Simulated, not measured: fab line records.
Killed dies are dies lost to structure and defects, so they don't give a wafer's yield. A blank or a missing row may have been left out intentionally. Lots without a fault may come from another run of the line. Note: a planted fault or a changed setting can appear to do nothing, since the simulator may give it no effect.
Chamber matching :: flow n5-finfet :: N5_GATE_CUT_CMP_43 on cmp-04 has 4 sister chambers
The step polishes SiO2. 4 wafers are shown with their chamber, then 8 later ones without.

WAFERS, EACH WITH ITS CHAMBER
wafer: L089.2
chamber: 3
motor-current-A (A): 11.8

wafer: L089.6
chamber: 1
motor-current-A (A): 15.6

wafer: L090.1
chamber: 0
motor-current-A (A): 12.1

wafer: L091.4
chamber: 2
motor-current-A (A): 14.2

WAFERS WITHOUT THEIR CHAMBER
wafer: L091.5
motor-current-A (A): 11.7

wafer: L091.6
motor-current-A (A): 14.2

wafer: L092.1
motor-current-A (A): 12.7

wafer: L092.4
motor-current-A (A): 14.6

wafer: L092.6
motor-current-A (A): 14.1

wafer: L093.1
motor-current-A (A): 13.9

wafer: L093.4
motor-current-A (A): 11.9

wafer: L093.5
motor-current-A (A): 14.6

EACH ONE'S CHAMBER
wafer: L091.5
from the rows above: can't be placed: 3 or 0
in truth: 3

wafer: L091.6
from the rows above: 2
in truth: 2

wafer: L092.1
from the rows above: can't be placed: 0 or 3
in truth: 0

wafer: L092.4
from the rows above: can't be placed: 2 or 1
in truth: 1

wafer: L092.6
from the rows above: 2
in truth: 2

wafer: L093.1
from the rows above: 2
in truth: 2

wafer: L093.4
from the rows above: can't be placed: 3 or 0
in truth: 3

wafer: L093.5
from the rows above: can't be placed: 2 or 1
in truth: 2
Placed correctly: 3 of 8. From these rows, 5 cannot be placed; in 5 the true chamber is one of the candidates. Placed wrongly: 0.
How it was worked out, from the rows above alone: a wafer's distance from a chamber is the root of the sum, over the readings, of the square of ((its reading less the chamber's mean) divided by the reading's scatter). The wafer belongs to the nearest chamber; if the next one is less than 2 further off, it can't be placed. For every chamber, the mean is computed from those of its wafers that are shown. The scatter: root of mean squared gap, hidden wafer to nearest shown wafer, with one shown wafer a chamber.
